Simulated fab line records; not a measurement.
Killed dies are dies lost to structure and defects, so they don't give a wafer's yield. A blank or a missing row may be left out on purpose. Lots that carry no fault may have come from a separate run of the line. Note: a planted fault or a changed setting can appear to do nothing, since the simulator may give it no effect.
fab line records	flow n5Finfet
record: lots: 7	wafers: 39
route steps=1938 shown FIN_SAQP@94 DUMMY_GATE@215 SD_EPI_N@293 MOL_CONTACT_COAG@616
startH: start of the lot's first displayed wafer, in hours after the record's first day	waitH: hours since the lot's step before	" as in the row above	L1.1+2: a row that stands for several wafers	- no value, or no start given	* or withheld: withheld	< > ~ a bound
route shown NAME@n: NAME is a module with steps in the file, n the number in the route of the first one	usual: mean and standard deviation over wafers with no fault	same: alike in all rows	chamber/n: place in a boat	sites: per-site readings	_std_site: standard deviation of those values	_edge_site: outer sites' mean less inner sites'	radiusMm: for every site, how far away it sits from the centre of the wafer	mask NAME#n: copy n	behind: tool/chamber where the wafer was last shaped	hold: the reason the lot was held/the length of the hold in hours/how it ended	device: the n, p or np transistor that did not switch	end of line: tests run on the same wafers once the route is complete	step lacking rows: just its recipe	killed: not the wafer's yield, but the dies lost to structure and defects at the first sort	map: dies across one wafer; x = killed, . = not, _ = none there
set.NAME: the setting as run; set.NAME@STEP: as run at that earlier step	model.NAME: the simulator's own value behind a step, which no gauge read
lots where settings were altered on purpose, with a table for each step and a row for each wafer
== steps ==
step: N5_FIN_SAQP_ALD_61
recipe: material: SiO2	targetThkA: 40	tempC: 300	aldPrecursorFamily: BDEAS	aldCoReactant: O2-plasma	pulseTimeS: 1	purgeTimeS: 2	coReactantPurgeTimeS: 2	aldCycles: 43	pressureTorr: 2
lot.wafer	tool	chamber	startH	waitH	set.tempC	model.SiO2_of_FIN_SAQP_ALD_61.thkNm
L074.1	aldSin-02	0	21.68	0.2	300	3.973
L074.2	"	1	"	"	314	3.929
L074.3	"	2	"	"	314	3.92
L074.4+6	"	2,0	"	"	300	3.979
L074.5	"	1	"	"	314	3.925
L075.3	aldSin-03	2	26.56	0.0	300	3.976
L075.4	"	3	"	"	300	3.997
L075.5	"	3	"	"	300	3.975
L077.1	aldSin-02	1	38.01	0.0	300	4.004
L077.2	"	3	"	"	300	3.963
L077.3	"	2	"	"	304.2	3.964
L077.4	"	0	"	"	300	3.978
L077.5	"	1	"	"	304.2	3.978
L077.6	"	2	"	"	304.2	3.962
L083.1	aldSin-04	1	74.86	0.1	300	4.014
L083.2	"	2	"	"	300	3.995
L083.3	"	3	"	"	300	4.027
L083.4	"	0	"	"	300	4.022
L083.5	"	2	"	"	300	4.007
L083.6	"	3	"	"	300	4.019
L084.1	aldSin-04	0	81.39	0.3	300	4.039
L084.2	"	2	"	"	300	4.034
L084.3	"	1	"	"	300	4.04
L084.4	"	3	"	"	287.1	4.206
L084.5	"	3	"	"	287.1	4.222
L084.6	"	0	"	"	287.1	4.215
L087.1	aldSin-02	3	99.84	1.7	300	3.986
L087.2	"	1	"	"	300	3.979
L087.3	"	2	"	"	300	3.976
L087.4	"	0	"	"	300	3.989
L087.5	"	2	"	"	300	3.978
L087.6	"	1	"	"	300	3.982
L096.1	aldSin-02	2	152.78	0.0	300	3.978
L096.2	"	3	"	"	287.1	4.164
L096.3	"	0	"	"	300	4.006
L096.4	"	1	"	"	287.1	4.184
L096.5	"	0	"	"	287.1	4.195
L096.6	"	1	"	"	300	4.014
step: N5_FIN_SAQP_MANDREL_ETCH_22
recipe: targetDepthA: 600	chemistry: HBr/Cl2	target: a-Si	stopOn: SiNx	btTimeS: 10	overEtchFrac: 0.5	timeS: 30	pressureMtorr: 10	icpW: 800	biasW: 75	HBr_flow_sccm: 150	Cl2_flow_sccm: 80	ends: endPoint
lot.wafer	tool	chamber	startH	waitH	set.targetDepthA	model.SOC_of_FIN_SAQP_COAT_49.thkNm
L074.1	rieSi-04	0	23.38	0.0	600	75.82
L074.2	"	1	"	"	600	75.59
L074.3	"	3	"	"	600	76.14
L074.4	"	2	"	"	600	76.05
L074.5	"	0	"	"	600	75.7
L074.6	"	3	"	"	600	76.29
L075.3	rieSi-06	1	28.40	0.0	600	76.05
L075.4	"	3	"	"	600	76.33
L075.5	"	3	"	"	600	76.51
L077.1	rieSi-04	0	39.65	0.0	566.4	77.5
L077.2	"	2	"	"	600	76.11
L077.3	"	1	"	"	600	76.75
L077.4	"	3	"	"	566.4	77.96
L077.5	"	0	"	"	600	76.43
L077.6	"	3	"	"	566.4	78.03
L083.1	rieSi-04	2	76.67	0.0	600	76.11
L083.2	"	3	"	"	600	76.87
L083.3	"	0	"	"	642.9	74.32
L083.4	"	1	"	"	642.9	73.82
L083.5	"	3	"	"	600	76.76
L083.6	"	2	"	"	642.9	74.51
L084.1	rieSi-01	3	82.86	0.0	600	76.1
L084.2	"	2	"	"	600	76.47
L084.3	"	1	"	"	600	76.22
L084.4	"	0	"	"	600	75.95
L084.5	"	0	"	"	600	76.04
L084.6	"	3	"	"	600	76.02
L087.1+5	rieSi-04	2,0	101.29	0.0	620.9	75.65
L087.2	"	1	"	"	600	76.31
L087.3	"	0	"	"	600	76.52
L087.4	"	3	"	"	600	76.59
L087.6	"	3	"	"	620.9	75.79
L096.1	rieSi-01	3	154.39	0.0	600	75.63
L096.2	"	0	"	"	600	75.87
L096.3	"	1	"	"	570.3	77.24
L096.4	"	3	"	"	570.3	77.15
L096.5	"	0	"	"	600	76.05
L096.6	"	1	"	"	570.3	77.34
step: N5_DUMMY_GATE_CVD_03
recipe: material: a-Si	targetThkA: 1500	tempC: 530	precursor: SiH4	timeS: 8042
lot.wafer	tool	chamber	startH	waitH	set.tempC	model.a-Si_of_DUMMY_GATE_CVD_03.thkNm
L074.1+2+3	-	-	-	0.1	553.6	287.2
L074.4	"	-	"	"	553.6	286.6
L074.5+6	"	-	"	"	553.6	287.4
L075.3+5	lpcvd-01	1/75,1/84	42.83	0.1	530	150.8
L075.4	"	1/79	"	"	530	151.2
L077.1	-	-	-	0.1	544.1	222
L077.2	"	-	"	"	544.1	222.4
L077.3	"	-	"	"	544.1	222.2
L077.4	"	-	"	"	544.1	222.6
L077.5	"	-	"	"	544.1	223.4
L077.6	"	-	"	"	544.1	221
L083.1+2	-	-	-	0.1	510.3	84.4
L083.3	"	-	"	"	510.3	84.6
L083.4	"	-	"	"	510.3	84
L083.5	"	-	"	"	510.3	83.6
L083.6	"	-	"	"	510.3	83.4
L084.1	-	-	-	0.1	546.2	235.8
L084.2	"	-	"	"	546.2	237.4
L084.3	"	-	"	"	546.2	236.4
L084.4+5	"	-	"	"	546.2	236
L084.6	"	-	"	"	546.2	236.2
L087.1+2	-	-	-	0.1	537.2	185.2
L087.3	"	-	"	"	537.2	184.8
L087.4	"	-	"	"	537.2	184.4
L087.5	"	-	"	"	537.2	184.6
L087.6	"	-	"	"	537.2	183.8
L096.1	-	-	-	0.1	530	150.2
L096.2	"	-	"	"	530	149.4
L096.3	"	-	"	"	530	148.2
L096.4	"	-	"	"	530	149.2
L096.5+6	"	-	"	"	530	149.6
step: N5_DUMMY_GATE_EXPOSE_12
recipe: maskId: GATE	na: 0.33	sourceShape: annular	sigmaInner: 0.2	sigmaOuter: 0.6	polarization: unpolarized	targetCdNm: 25	doseMj: 34
lot.wafer	tool	chamber	startH	waitH	mask	set.doseMj
L074.1+3+4	euvScanner-01	0	46.53	-	GATE#0	34
L074.2+5+6	"	0	"	"	GATE#0	36.39
L075.3+4+5	euvScanner-02	0	51.10	-	GATE#0	34
L077.1+4+5	euvScanner-02	0	63.39	-	GATE#0	32.37
L077.2+3+6	"	0	"	"	GATE#0	34
L083.1+5+6	euvScanner-02	0	101.22	-	GATE#0	35.5
L083.2+3+4	"	0	"	"	GATE#0	34
L084.1+2+3+4+5+6	euvScanner-02	0	107.74	-	GATE#0	34
L087.1+4+5	euvScanner-02	0	124.25	-	GATE#0	31.94
L087.2+3+6	"	0	"	"	GATE#0	34
L096.1+2+3	euvScanner-01	0	178.07	-	GATE#0	31.53
L096.4+5+6	"	0	"	"	GATE#0	34
step: N5_DUMMY_GATE_PEB_13
recipe: pebTempC: 100	pebTimeS: 60	resist: CAR-EUV
step: N5_DUMMY_GATE_DEVELOP_14
recipe: developTimeS: 30	developer: TMAH	resist: CAR-EUV	rinseLiquid: surfactantRinse	dry: airSpin	devTempC: 23
step: N5_DUMMY_GATE_CD_MEAS_15
recipe: targetCdNm: 25.8	landingEnergyEv: 500	detector: seInlens
usual: cdNm: 25.01/0.21
lot.wafer	tool	chamber	startH	waitH	set.doseMj@DUMMY_GATE_EXPOSE_12	cdNm
L074.1	cdSem-03	0	46.66	-	34	24.84
L074.2	"	0	"	"	36.39	23.62
L074.3	"	0	"	"	34	24.84
L074.4	"	0	"	"	34	25.21
L074.5	"	0	"	"	36.39	23.57
L074.6	"	0	"	"	36.39	24.07
L075.3	cdSem-02	0	51.23	-	34	25.31
L075.4	"	0	"	"	34	25.15
L075.5	"	0	"	"	34	24.76
L077.1	cdSem-02	0	63.51	-	32.37	25.64
L077.2	"	0	"	"	34	25.06
L077.3	"	0	"	"	34	25.15
L077.4	"	0	"	"	32.37	25.97
L077.5	"	0	"	"	32.37	25.74
L077.6	"	0	"	"	34	25.18
L083.1	cdSem-02	0	101.35	-	35.5	24.34
L083.2	"	0	"	"	34	25.15
L083.3	"	0	"	"	34	25.03
L083.4	"	0	"	"	34	25.01
L083.5	"	0	"	"	35.5	23.98
L083.6	"	0	"	"	35.5	24.29
L084.1	cdSem-02	0	107.87	-	34	24.53
L084.2	"	0	"	"	34	25.15
L084.3	"	0	"	"	34	25.20
L084.4	"	0	"	"	34	25.64
L084.5	"	0	"	"	34	25.15
L084.6	"	0	"	"	34	24.96
L087.1	cdSem-02	0	124.38	-	31.94	26.19
L087.2	"	0	"	"	34	25.24
L087.3	"	0	"	"	34	24.85
L087.4	"	0	"	"	31.94	26.41
L087.5	"	0	"	"	31.94	26.10
L087.6	"	0	"	"	34	25.45
L096.1	cdSem-03	0	178.20	-	31.53	26.51
L096.2	"	0	"	"	31.53	26.85
L096.3	"	0	"	"	31.53	26.32
L096.4	"	0	"	"	34	25.20
L096.5	"	0	"	"	34	25.20
L096.6	"	0	"	"	34	25.27
step: N5_DUMMY_GATE_STRIP_38
recipe: chemistry: N2/H2	tempC: 40	n2FlowSccm: 200	h2FlowSccm: 200	rfFrequencyHz: 6e+07
step: N5_DUMMY_GATE_STRIP_39
recipe: chemistry: N2/H2	tempC: 40	n2FlowSccm: 200	h2FlowSccm: 200	rfFrequencyHz: 6e+07
step: N5_DUMMY_GATE_TRIM_49
recipe: chemistry: O2	resist: SOC	timeS: 29	targetCdNm: 14	sourcePowerW: 300	biasPowerW: 0	O2_flow_sccm: 100	tempC: 20
lot.wafer	tool	chamber	startH	waitH	set.doseMj@DUMMY_GATE_EXPOSE_12	model.DUMMY_GATE.cdNm
L074.1+3+4	rieSi-03	3,1,0	47.04	0.0	34	14.2
L074.2+6	"	2	"	"	36.39	13
L074.5	"	3	"	"	36.39	12.6
L075.3+4+5	rieSi-05	3,1,3	51.62	0.0	34	14
L077.1+4+5	rieSi-03	1,3,2	63.94	0.0	32.37	14.8
L077.2+3	"	0,2	"	"	34	14
L077.6	"	1	"	"	34	14.2
L083.1+5	rieSi-02	1,0	101.71	0.0	35.5	13.4
L083.2	"	3	"	"	34	14
L083.3	"	2	"	"	34	14.2
L083.4	"	0	"	"	34	14.4
L083.6	"	1	"	"	35.5	13
L084.1+4+5	rieSi-03	0,1,2	108.28	0.0	34	13.8
L084.2+3+6	"	3,2,1	"	"	34	14
L087.1+4+5	rieSi-03	1,3,2	124.81	0.0	31.94	15.4
L087.2+3	"	2,0	"	"	34	14.4
L087.6	"	1	"	"	34	14.2
L096.1	rieSi-05	0	178.59	0.0	31.53	15.6
L096.2	"	2	"	"	31.53	16
L096.3	"	1	"	"	31.53	15.4
L096.4+6	"	0,1	"	"	34	14
L096.5	"	2	"	"	34	14.4
step: N5_DUMMY_GATE_STRIP_40
recipe: chemistry: CF4	resist: SiARC	powerW: 300	biasPowerW: 75	pressureMtorr: 50	cf4FlowSccm: 150	rfFrequencyHz: 6e+07
step: N5_DUMMY_GATE_CD_MEAS_50
recipe: targetCdNm: 14
usual: cdNm: 14.05/0.3
lot.wafer	tool	chamber	startH	waitH	set.doseMj@DUMMY_GATE_EXPOSE_12	cdNm
L074.1	cdSem-01	-	47.22	0.0	34	14.23
L074.2	"	-	"	"	36.39	12.99
L074.3	"	-	"	"	34	14.13
L074.4	"	-	"	"	34	14.39
L074.5	"	-	"	"	36.39	12.41
L074.6	"	-	"	"	36.39	12.91
L075.3	cdSem-03	-	51.77	0.0	34	13.65
L075.4	"	-	"	"	34	14.00
L075.5	"	-	"	"	34	14.28
L077.1	cdSem-02	-	64.22	0.0	32.37	14.15
L077.2	"	-	"	"	34	14.44
L077.3	"	-	"	"	34	13.90
L077.4	"	-	"	"	32.37	14.72
L077.5	"	-	"	"	32.37	14.88
L077.6	"	-	"	"	34	14.18
L083.1	cdSem-02	-	101.85	0.0	35.5	13.70
L083.2	"	-	"	"	34	14.27
L083.3	"	-	"	"	34	14.01
L083.4	"	-	"	"	34	14.52
L083.5	"	-	"	"	35.5	13.42
L083.6	"	-	"	"	35.5	13.12
L084.1	cdSem-01	-	108.42	0.0	34	13.63
L084.2	"	-	"	"	34	13.95
L084.3	"	-	"	"	34	13.81
L084.4	"	-	"	"	34	13.79
L084.5	"	-	"	"	34	13.87
L084.6	"	-	"	"	34	13.83
L087.1	cdSem-03	-	125.11	0.0	31.94	15.49
L087.2	"	-	"	"	34	14.38
L087.3	"	-	"	"	34	14.31
L087.4	"	-	"	"	31.94	15.44
L087.5	"	-	"	"	31.94	15.14
L087.6	"	-	"	"	34	14.24
L096.1	cdSem-03	-	178.79	0.0	31.53	15.41
L096.2	"	-	"	"	31.53	16.07
L096.3	"	-	"	"	31.53	15.11
L096.4	"	-	"	"	34	13.60
L096.5	"	-	"	"	34	14.53
L096.6	"	-	"	"	34	14.02
step: N5_DUMMY_GATE_ETCH_31
recipe: chemistry: C4F6/O2	target: SiO2	maskMaterial: SOC	targetDepthA: 825	timeS: 27.5	ionEnergyEv: 250	pressureMtorr: 30	sourceW: 345	biasW: 185	Ar_flow_sccm: 300	C4F6_flow_sccm: 10	O2_flow_sccm: 10
step: N5_DUMMY_GATE_STRIP_41
recipe: chemistry: O2	powerW: 400	tempC: 40	pressureMtorr: 30	rfFrequencyHz: 6e+07	biasPowerW: 0	overashFraction: 0.3	o2FlowSccm: 225
step: N5_DUMMY_GATE_ETCH_32
recipe: chemistry: CF4	target: SiO2	targetDepthA: 35	timeS: 3.9	ionEnergyEv: 350	pressureMtorr: 10	icpW: 800	biasW: 400	cf4FlowSccm: 80
step: N5_DUMMY_GATE_ETCH_23
recipe: chemistry: HBr/Cl2/O2	HBr_flow_sccm: 150	Cl2_flow_sccm: 80	O2_flow_sccm: 12	biasW: 102	targetDepthA: 410	timeS: 22.3	target: poly-Si	maskMaterial: SiO2	pressureMtorr: 10	icpW: 800
step: N5_DUMMY_GATE_ETCH_44
recipe: chemistry: HBr/O2	overEtchFrac: 0.7	targetDepthA: 1275	stopOn: SiO2	ionEnergyEv: 60	biasW: 20	target: poly-Si	maskMaterial: SiO2	pressureMtorr: 20	icpW: 400	HBr_flow_sccm: 120	O2_flow_sccm: 10
lot.wafer	tool	chamber	startH	waitH	set.doseMj@DUMMY_GATE_EXPOSE_12	model.DUMMY_GATE.cdNm
L074.1	rieSi-02	0	47.70	0.0	34	15.4
L074.2+6	"	1	"	"	36.39	14
L074.3+4	"	2	"	"	34	15.2
L074.5	"	0	"	"	36.39	13.8
L075.3+5	rieSi-02	1	52.15	0.0	34	15.2
L075.4	"	2	"	"	34	15
L077.1	rieSi-03	3	64.60	0.0	32.37	16
L077.2+3	"	0,2	"	"	34	14.8
L077.4+5	"	1,0	"	"	32.37	15.6
L077.6	"	3	"	"	34	15.2
L083.1+6	rieSi-05	0,2	102.24	0.0	35.5	14.4
L083.2+3	"	3,1	"	"	34	15.2
L083.4	"	2	"	"	34	15.6
L083.5	"	3	"	"	35.5	14.6
L084.1+3+4	rieSi-05	3,0,2	108.81	0.0	34	15
L084.2+5	"	1,2	"	"	34	14.8
L084.6	"	3	"	"	34	15.4
L087.1+4+5	rieSi-02	0,1,1	125.49	0.0	31.94	16.6
L087.2+3+6	"	2,3,0	"	"	34	15.4
L096.1+3	rieSi-02	0,3	179.37	0.0	31.53	16.6
L096.2	"	2	"	"	31.53	17
L096.4+6	"	0,2	"	"	34	15
L096.5	"	3	"	"	34	15.4
step: N5_DUMMY_GATE_CD_MEAS_24
recipe: targetCdNm: 15
usual: cdNm: 15.07/0.28
lot.wafer	tool	chamber	startH	waitH	set.doseMj@DUMMY_GATE_EXPOSE_12	cdNm
L074.1	cdSem-03	-	47.81	0.1	34	15.45
L074.2	"	-	"	"	36.39	13.88
L074.3	"	-	"	"	34	15.01
L074.4	"	-	"	"	34	15.26
L074.5	"	-	"	"	36.39	13.62
L074.6	"	-	"	"	36.39	14.29
L075.3	cdSem-01	-	52.27	0.1	34	15.00
L075.4	"	-	"	"	34	15.32
L075.5	"	-	"	"	34	15.27
L077.1	cdSem-02	-	64.71	0.1	32.37	15.99
L077.2	"	-	"	"	34	14.95
L077.3	"	-	"	"	34	14.87
L077.4	"	-	"	"	32.37	15.60
L077.5	"	-	"	"	32.37	15.60
L077.6	"	-	"	"	34	14.99
L083.1	cdSem-02	-	102.35	0.1	35.5	14.35
L083.2	"	-	"	"	34	15.34
L083.3	"	-	"	"	34	15.25
L083.4	"	-	"	"	34	16.00
L083.5	"	-	"	"	35.5	14.71
L083.6	"	-	"	"	35.5	14.23
L084.1	cdSem-02	-	108.92	0.1	34	15.10
L084.2	"	-	"	"	34	14.80
L084.3	"	-	"	"	34	15.16
L084.4	"	-	"	"	34	14.88
L084.5	"	-	"	"	34	14.73
L084.6	"	-	"	"	34	15.14
L087.1	cdSem-01	-	125.60	0.1	31.94	16.45
L087.2	"	-	"	"	34	15.05
L087.3	"	-	"	"	34	15.42
L087.4	"	-	"	"	31.94	16.86
L087.5	"	-	"	"	31.94	16.17
L087.6	"	-	"	"	34	15.16
L096.1	cdSem-02	-	179.48	0.1	31.53	16.51
L096.2	"	-	"	"	31.53	17.07
L096.3	"	-	"	"	31.53	16.35
L096.4	"	-	"	"	34	14.85
L096.5	"	-	"	"	34	15.11
L096.6	"	-	"	"	34	15.15
step: N5_SD_EPI_N_LINER_46
recipe: material: SiNx	targetThkA: 30	tempC: 400	aldPrecursorFamily: SiH2I2	aldCoReactant: N2/H2-plasma	pressureTorr: 2
lot.wafer	tool	chamber	startH	waitH	set.targetThkA	model.SiNx_of_SD_EPI_N_LINER_46.thkNm
L074.1+2+3	aldSin-02	2,0,3	53.37	0.3	30	3
L074.4+5+6	"	1,0,3	"	"	27.42	2.8
L075.3+4+5	aldSin-04	3,0,3	57.52	0.2	30	3
L077.1+2+3	aldSin-02	3,1,2	69.94	0.3	30	3
L077.4+5+6	"	0,3,2	"	"	26.43	2.6
L083.1+4+5	aldSin-04	1,2,3	107.30	0.2	30	3
L083.2+3+6	"	3,0,2	"	"	33.67	3.4
L084.1+2+6	aldSin-04	3,2,0	114.50	0.3	30	3
L084.3+5	"	1	"	"	32.9	3.2
L084.4	"	0	"	"	32.9	3.4
L087.1+2+6	aldSin-04	2,0,2	132.65	0.2	30	3
L087.3+4+5	"	3,1,1	"	"	32.36	3.2
L096.1+2+3+4+5+6	aldSin-03	0,1,3,2,3,2	184.61	0.2	30	3
step: N5_MOL_CONTACT_COAG_ETCH_124
recipe: chemistry: CH3F/O2	target: SiNx	targetDepthA: 65	maskMaterial: SOC	stopOn: SiOC	overEtchFrac: 0.3	ionEnergyEv: 120	pressureMtorr: 30	sourceW: 395	biasW: 73	Ar_flow_sccm: 150	CH3F_flow_sccm: 30	O2_flow_sccm: 20	ends: endPoint
usual: rfVppV: 298.8/2.4
lot.wafer	tool	chamber	startH	waitH	set.biasW	rfVppV
L074.1	rieDiel-01	0	102.72	0.0	66.34	277.9
L074.2	"	3	"	"	73	300.4
L074.3	"	1	"	"	66.34	278.5
L074.4	"	2	"	"	73	300.9
L074.5	"	0	"	"	73	298.9
L074.6	"	3	"	"	66.34	277.4
L075.3	rieDiel-01	2	103.37	0.0	73	300.5
L075.4	"	1	"	"	73	302.0
L075.5	"	2	"	"	73	299.4
L077.1	rieDiel-01	1	119.52	0.0	67.04	282.4
L077.2	"	2	"	"	67.04	280.5
L077.3	"	0	"	"	73	300.0
L077.4	"	1	"	"	73	301.7
L077.5	"	0	"	"	73	297.9
L077.6	"	2	"	"	67.04	280.5
L083.1	rieDiel-03	1	160.09	0.0	73	295.6
L083.2	"	0	"	"	79.61	321.1
L083.3	"	3	"	"	73	297.2
L083.4	"	3	"	"	73	296.3
L083.5	"	1	"	"	79.61	316.9
L083.6	"	0	"	"	79.61	320.4
L084.1	rieDiel-03	3	164.86	0.0	62.13	261.2
L084.2	"	2	"	"	62.13	265.1
L084.3	"	0	"	"	73	299.9
L084.4	"	1	"	"	73	295.7
L084.5	"	0	"	"	62.13	262.7
L084.6	"	1	"	"	73	293.0
L087.1	rieDiel-03	3	179.29	0.0	76.63	308.8
L087.2	"	2	"	"	73	301.2
L087.3	"	0	"	"	76.63	309.6
L087.4	"	1	"	"	73	296.2
L087.5	"	3	"	"	76.63	308.4
L087.6	"	2	"	"	73	303.3
L096.1	rieDiel-04	0	231.50	0.0	73	295.8
L096.2	"	3	"	"	73	301.5
L096.3	"	2	"	"	73	298.1
L096.4	"	3	"	"	73	301.6
L096.5	"	0	"	"	73	295.8
L096.6	"	2	"	"	73	297.2
== key ==
split: step: N5_FIN_SAQP_ALD_61	setting: tempC	stated: 300	by: wafer
response: step: N5_FIN_SAQP_ALD_61	reading: model.SiO2_of_FIN_SAQP_ALD_61.thkNm	change: -0.0298	per: 1%	r: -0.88
split: step: N5_FIN_SAQP_MANDREL_ETCH_22	setting: targetDepthA	stated: 600	by: wafer
response: step: N5_FIN_SAQP_MANDREL_ETCH_22	reading: model.SOC_of_FIN_SAQP_COAT_49.thkNm	change: -0.288	per: 1%	r: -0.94
split: step: N5_DUMMY_GATE_CVD_03	setting: tempC	stated: 530	by: lot
response: step: N5_DUMMY_GATE_CVD_03	reading: model.a-Si_of_DUMMY_GATE_CVD_03.thkNm	change: +24.5	per: 1%	r: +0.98
split: step: N5_DUMMY_GATE_EXPOSE_12	setting: doseMj	stated: 34	by: wafer
response: step: N5_DUMMY_GATE_CD_MEAS_15	reading: cdNm	change: -0.174	per: 1%	r: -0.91
response: step: N5_DUMMY_GATE_TRIM_49	reading: model.DUMMY_GATE.cdNm	change: -0.191	per: 1%	r: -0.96
response: step: N5_DUMMY_GATE_CD_MEAS_50	reading: cdNm	change: -0.183	per: 1%	r: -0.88
response: step: N5_DUMMY_GATE_ETCH_44	reading: model.DUMMY_GATE.cdNm	change: -0.198	per: 1%	r: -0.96
response: step: N5_DUMMY_GATE_CD_MEAS_24	reading: cdNm	change: -0.206	per: 1%	r: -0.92
split: step: N5_SD_EPI_N_LINER_46	setting: targetThkA	stated: 30	by: wafer
response: step: N5_SD_EPI_N_LINER_46	reading: model.SiNx_of_SD_EPI_N_LINER_46.thkNm	change: +0.0298	per: 1%	r: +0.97
split: step: N5_MOL_CONTACT_COAG_ETCH_124	setting: biasW	stated: 73	by: wafer
response: step: N5_MOL_CONTACT_COAG_ETCH_124	reading: rfVppV	change: +2.3	per: 1%	r: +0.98
